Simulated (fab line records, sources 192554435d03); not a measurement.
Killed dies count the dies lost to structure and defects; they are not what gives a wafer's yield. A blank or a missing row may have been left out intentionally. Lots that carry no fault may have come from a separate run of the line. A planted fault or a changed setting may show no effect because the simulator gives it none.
The same fault as seen by 3 desks + flow n5_finfet + numbers are kept per desk, each desk with only its own; the story behind them comes last

FROM THE METROLOGY DESK
What the gauges read, lot by lot, whatever tool the lot ran on: means of the sampled wafers that have a number. The brackets show how far a lot's mean lies from the usual mean; more than 4 standard deviations puts the lot out of limits, marked OUT.
Columns: A = M13_OVL at N5_BEOL_M13_OVL_MEAS_29, usual -1 nm
| lot  | first seen here | A  |
|------|-----------------|----|
| L689 | day 9 19:19     | 8  |
| L690 | day 9 22:31     | 4  |
| L688 | day 10 01:34    | 0  |
| L691 | day 10 16:34    | -7 |
| L702 | day 15 04:43    | 3  |
| L703 | day 15 06:16    | 2  |
| L704 | day 15 07:55    | 2  |
| L705 | day 15 10:02    | 2  |
| L709 | day 16 14:29    | -4 |
| L708 | day 16 15:41    | 0  |
| L710 | day 16 23:17    | -8 |
| L711 | day 17 13:01    | 3  |
This desk's verdict: no lot among the 12 shows anything out of limits.

THE DEFECT DESK
What the inspections along the route counted, lot by lot: means of the sampled wafers that have a number. The brackets show how far a lot's mean lies from the usual mean; more than 4 standard deviations puts the lot out of limits, marked OUT.
Columns: A = raw_defect_count at N5_BEOL_M12_INSPECT_55, usual 72
| lot  | first seen here | A   |
|------|-----------------|-----|
| L689 | day 9 17:31     | 78  |
| L690 | day 9 20:53     | 60  |
| L688 | day 10 00:05    | 53  |
| L691 | day 10 14:02    | 92  |
| L699 | day 14 08:40    | 90  |
| L697 | day 14 09:49    | 104 |
| L702 | day 15 03:14    | 70  |
| L703 | day 15 04:48    | 82  |
| L704 | day 15 05:48    | 56  |
| L705 | day 15 08:34    | 85  |
| L709 | day 16 12:46    | 83  |
| L708 | day 16 14:05    | 122 |
| L710 | day 16 21:34    | 57  |
| L711 | day 17 11:26    | 71  |
This desk's verdict: no lot among the 14 shows anything out of limits.

AT THE TOOL OWNER'S DESK: litho_track-05
The tool's own readings at N5_BEOL_M13_PEB_26 (peb time 90 s): means of the sampled wafers that have a number, for each lot that ran on this tool. The brackets show how far a lot's mean lies from the usual mean; more than 4 standard deviations puts the lot out of limits, marked OUT.
Columns: A = chill_plate_temp_C at N5_BEOL_M13_PEB_26, usual 23.01 C; B = exhaust_pa at N5_BEOL_M13_PEB_26, usual 45.0 Pa
| lot  | first seen here | A     | B    |
|------|-----------------|-------|------|
| L691 | day 10 16:25    | 22.95 | 45.2 |
| L702 | day 15 04:34    | 23.17 | 45.2 |
| L703 | day 15 06:08    | 22.90 | 45.6 |
| L705 | day 15 09:53    | 22.80 | 45.6 |
| L708 | day 16 15:32    | 23.04 | 45.6 |
| L710 | day 16 23:08    | 23.16 | 46.6 |
This desk's verdict: no lot among the 6 shows anything out of limits.

TAKEN TOGETHER
Nothing out of limits was seen by the metrology desk.
The defect desk saw nothing out of limits.
Nothing out of limits was seen by the tool owner's desk.

WHAT THE SIMULATOR HAD PUT IN
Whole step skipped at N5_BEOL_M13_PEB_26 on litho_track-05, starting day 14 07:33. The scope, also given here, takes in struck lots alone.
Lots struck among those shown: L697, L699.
